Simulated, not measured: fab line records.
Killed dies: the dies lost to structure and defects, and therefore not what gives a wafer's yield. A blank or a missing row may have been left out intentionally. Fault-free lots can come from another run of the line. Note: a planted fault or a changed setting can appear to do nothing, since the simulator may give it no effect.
Matching of chambers + flow n5_finfet + N5_FIN_CUT_CUT_ETCH_28 on rie_si-05: 4 sister chambers
The step etches Si in HBr/Cl2/O2, target depth 6 nm, time 2.4 s. 14 wafers are shown with their chamber, then 7 later ones without.

WAFERS PAIRED WITH THEIR CHAMBERS
| wafer  | chamber | throttle_valve_pct (%) | drypump_motor_current_A (A) | oes_product_au (a.u.) |
|--------|---------|------------------------|-----------------------------|-----------------------|
| L074.3 | 2       | 37.1                   | 6.3                         | 1.018                 |
| L074.4 | 1       | 37.4                   | 5.7                         | 1.001                 |
| L074.6 | 3       | 37.8                   | 5.7                         | 0.997                 |
| L077.3 | 2       | 37.2                   | 6.3                         | 1.007                 |
| L077.5 | 0       | 36.9                   | 6.1                         | 1.017                 |
| L077.6 | 3       | 37.7                   | 5.7                         | 0.993                 |
| L085.1 | 2       | 37.2                   | 6.3                         | 1.012                 |
| L085.2 | 3       | 37.7                   | 5.7                         | 1.002                 |
| L085.3 | 1       | 37.4                   | 5.7                         | 1.006                 |
| L087.2 | 0       | 36.9                   | 6.1                         | 1.017                 |
| L087.3 | 2       | 37.1                   | 6.3                         | 1.014                 |
| L087.5 | 1       | 37.4                   | 5.8                         | 1.007                 |
| L093.1 | 3       | 37.7                   | 5.7                         | 0.991                 |
| L093.5 | 2       | 37.2                   | 6.4                         | 1.014                 |

SIGNATURES, as means of the wafers listed above
| reading                 | chamber 0 | chamber 1 | chamber 2 | chamber 3 | scatter within a chamber |
|-------------------------|-----------|-----------|-----------|-----------|--------------------------|
| throttle_valve_pct      | 36.900    | 37.400    | 37.160    | 37.725    | 0.0442                   |
| drypump_motor_current_A | 6.100     | 5.733     | 6.320     | 5.700     | 0.0383                   |
| oes_product_au          | 1.01700   | 1.00467   | 1.01300   | 0.99575   | 0.00394                  |
Rule: for each reading, subtract the chamber's mean from the wafer's reading, divide by that reading's scatter and square the result; add these up over the readings and take the root, which gives the wafer's distance from the chamber. The wafer belongs to the nearest chamber; if the next one is less than 2 further off, it can't be placed. The scatter: the root of (the sum of the squares of (reading less its chamber's mean) over the shown wafers, divided by (wafers less chambers)).

WAFERS WITHOUT THEIR CHAMBER
| wafer  | throttle_valve_pct (%) | drypump_motor_current_A (A) | oes_product_au (a.u.) |
|--------|------------------------|-----------------------------|-----------------------|
| L093.6 | 37.4                   | 5.8                         | 1.007                 |
| L095.2 | 36.9                   | 6.1                         | 1.008                 |
| L095.3 | 37.2                   | 6.3                         | 1.009                 |
| L095.5 | 37.1                   | 6.3                         | 1.015                 |
| L097.1 | 37.1                   | 6.3                         | 1.008                 |
| L097.2 | 37.8                   | 5.7                         | 0.990                 |
| L097.4 | 37.4                   | 5.8                         | 1.000                 |

EACH ONE'S CHAMBER
| wafer  | from the rows above | in truth |
|--------|---------------------|----------|
| L093.6 | 1                   | 1        |
| L095.2 | 0                   | 0        |
| L095.3 | 2                   | 2        |
| L095.5 | 2                   | 2        |
| L097.1 | 2                   | 2        |
| L097.2 | 3                   | 3        |
| L097.4 | 1                   | 1        |
Correct placement for 7 of the 7. Not placeable from these rows: 0. Placed wrongly: 0.
